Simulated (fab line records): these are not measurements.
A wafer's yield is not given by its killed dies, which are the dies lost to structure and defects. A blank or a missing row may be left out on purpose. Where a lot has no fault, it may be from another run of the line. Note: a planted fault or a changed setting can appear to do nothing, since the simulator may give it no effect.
Matching of chambers :: flow n5 finfet :: N5_DUMMY_GATE_ETCH_32 on rie si-05: 4 sister chambers
The step etches SiO2 in CF4, target depth 3.5 nm, time 3.9 s. 22 wafers are shown with their chamber, then 11 later ones without.

== WAFERS, EACH WITH ITS CHAMBER ==
wafer: L074.2
chamber: 2
throttle valve pct (%): 21.74
drypump motor current A (A): 5.8
oes product au (a.u.): 1.038

wafer: L074.3
chamber: 3
throttle valve pct (%): 22.05
drypump motor current A (A): 6.1
oes product au (a.u.): 0.990

wafer: L074.6
chamber: 0
throttle valve pct (%): 21.58
drypump motor current A (A): 5.9
oes product au (a.u.): 1.032

wafer: L075.1
chamber: 3
throttle valve pct (%): 22.06
drypump motor current A (A): 6.1
oes product au (a.u.): 0.986

wafer: L075.3
chamber: 2
throttle valve pct (%): 21.74
drypump motor current A (A): 5.9
oes product au (a.u.): 1.037

wafer: L075.5
chamber: 3
throttle valve pct (%): 22.02
drypump motor current A (A): 6.1
oes product au (a.u.): 0.987

wafer: L076.2
chamber: 1
throttle valve pct (%): 22.07
drypump motor current A (A): 5.4
oes product au (a.u.): 1.006

wafer: L076.3
chamber: 2
throttle valve pct (%): 21.77
drypump motor current A (A): 5.9
oes product au (a.u.): 1.033

wafer: L076.5
chamber: 0
throttle valve pct (%): 21.59
drypump motor current A (A): 5.8
oes product au (a.u.): 1.050

wafer: L080.1
chamber: 1
throttle valve pct (%): 22.04
drypump motor current A (A): 5.4
oes product au (a.u.): 1.012

wafer: L080.3
chamber: 2
throttle valve pct (%): 21.75
drypump motor current A (A): 5.9
oes product au (a.u.): 1.038

wafer: L080.5
chamber: 0
throttle valve pct (%): 21.59
drypump motor current A (A): 5.9
oes product au (a.u.): 1.043

wafer: L081.1
chamber: 1
throttle valve pct (%): 22.05
drypump motor current A (A): 5.4
oes product au (a.u.): 1.002

wafer: L081.3
chamber: 2
throttle valve pct (%): 21.76
drypump motor current A (A): 5.9
oes product au (a.u.): 1.030

wafer: L081.6
chamber: 0
throttle valve pct (%): 21.59
drypump motor current A (A): 5.9
oes product au (a.u.): 1.036

wafer: L087.1
chamber: 3
throttle valve pct (%): 22.06
drypump motor current A (A): 6.1
oes product au (a.u.): 0.984

wafer: L087.4
chamber: 0
throttle valve pct (%): 21.59
drypump motor current A (A): 5.9
oes product au (a.u.): 1.022

wafer: L087.5
chamber: 1
throttle valve pct (%): 22.05
drypump motor current A (A): 5.4
oes product au (a.u.): 0.998

wafer: L089.4
chamber: 2
throttle valve pct (%): 21.76
drypump motor current A (A): 5.9
oes product au (a.u.): 1.030

wafer: L089.5
chamber: 0
throttle valve pct (%): 21.58
drypump motor current A (A): 5.9
oes product au (a.u.): 1.032

wafer: L089.6
chamber: 1
throttle valve pct (%): 22.06
drypump motor current A (A): 5.4
oes product au (a.u.): 0.997

wafer: L092.1
chamber: 1
throttle valve pct (%): 22.05
drypump motor current A (A): 5.4
oes product au (a.u.): 0.994

SIGNATURES, as means of the wafers listed above
reading: throttle valve pct
chamber 0: 21.5867
chamber 1: 22.0533
chamber 2: 21.7533
chamber 3: 22.0475
scatter within a chamber: 0.0117

reading: drypump motor current A
chamber 0: 5.883
chamber 1: 5.400
chamber 2: 5.883
chamber 3: 6.100
scatter within a chamber: 0.0304

reading: oes product au
chamber 0: 1.03583
chamber 1: 1.00150
chamber 2: 1.03433
chamber 3: 0.98675
scatter within a chamber: 0.0066
Rule: for each reading, subtract the chamber's mean from the wafer's reading, divide by that reading's scatter and square the result; add these up over the readings and take the root, which gives the wafer's distance from the chamber. The wafer belongs to the nearest chamber; if the next one is less than 2 further off, it can't be placed. The scatter: the root of (the sum of the squares of (reading less its chamber's mean) over the shown wafers, divided by (wafers less chambers)).

== WAFERS WITHOUT THEIR CHAMBER ==
wafer: L092.2
throttle valve pct (%): 21.59
drypump motor current A (A): 5.9
oes product au (a.u.): 1.025

wafer: L092.6
throttle valve pct (%): 21.59
drypump motor current A (A): 5.9
oes product au (a.u.): 1.022

wafer: L094.1
throttle valve pct (%): 21.60
drypump motor current A (A): 5.9
oes product au (a.u.): 1.032

wafer: L094.5
throttle valve pct (%): 21.58
drypump motor current A (A): 5.9
oes product au (a.u.): 1.029

wafer: L094.6
throttle valve pct (%): 22.06
drypump motor current A (A): 6.1
oes product au (a.u.): 0.988

wafer: L095.1
throttle valve pct (%): 22.06
drypump motor current A (A): 5.4
oes product au (a.u.): 1.002

wafer: L095.2
throttle valve pct (%): 22.06
drypump motor current A (A): 6.1
oes product au (a.u.): 0.986

wafer: L095.4
throttle valve pct (%): 21.77
drypump motor current A (A): 5.9
oes product au (a.u.): 1.035

wafer: L097.1
throttle valve pct (%): 22.04
drypump motor current A (A): 6.1
oes product au (a.u.): 0.992

wafer: L097.3
throttle valve pct (%): 21.58
drypump motor current A (A): 5.9
oes product au (a.u.): 1.025

wafer: L097.5
throttle valve pct (%): 22.06
drypump motor current A (A): 6.1
oes product au (a.u.): 0.989

== CHAMBER TAKEN BY EACH ==
wafer: L092.2
from the rows above: 0
in truth: 0

wafer: L092.6
from the rows above: 0
in truth: 0

wafer: L094.1
from the rows above: 0
in truth: 0

wafer: L094.5
from the rows above: 0
in truth: 0

wafer: L094.6
from the rows above: 3
in truth: 3

wafer: L095.1
from the rows above: 1
in truth: 1

wafer: L095.2
from the rows above: 3
in truth: 3

wafer: L095.4
from the rows above: 2
in truth: 2

wafer: L097.1
from the rows above: 3
in truth: 3

wafer: L097.3
from the rows above: 0
in truth: 0

wafer: L097.5
from the rows above: 3
in truth: 3
Correct placement for 11 of the 11. Not placeable from these rows: 0. Wrongly placed: 0.
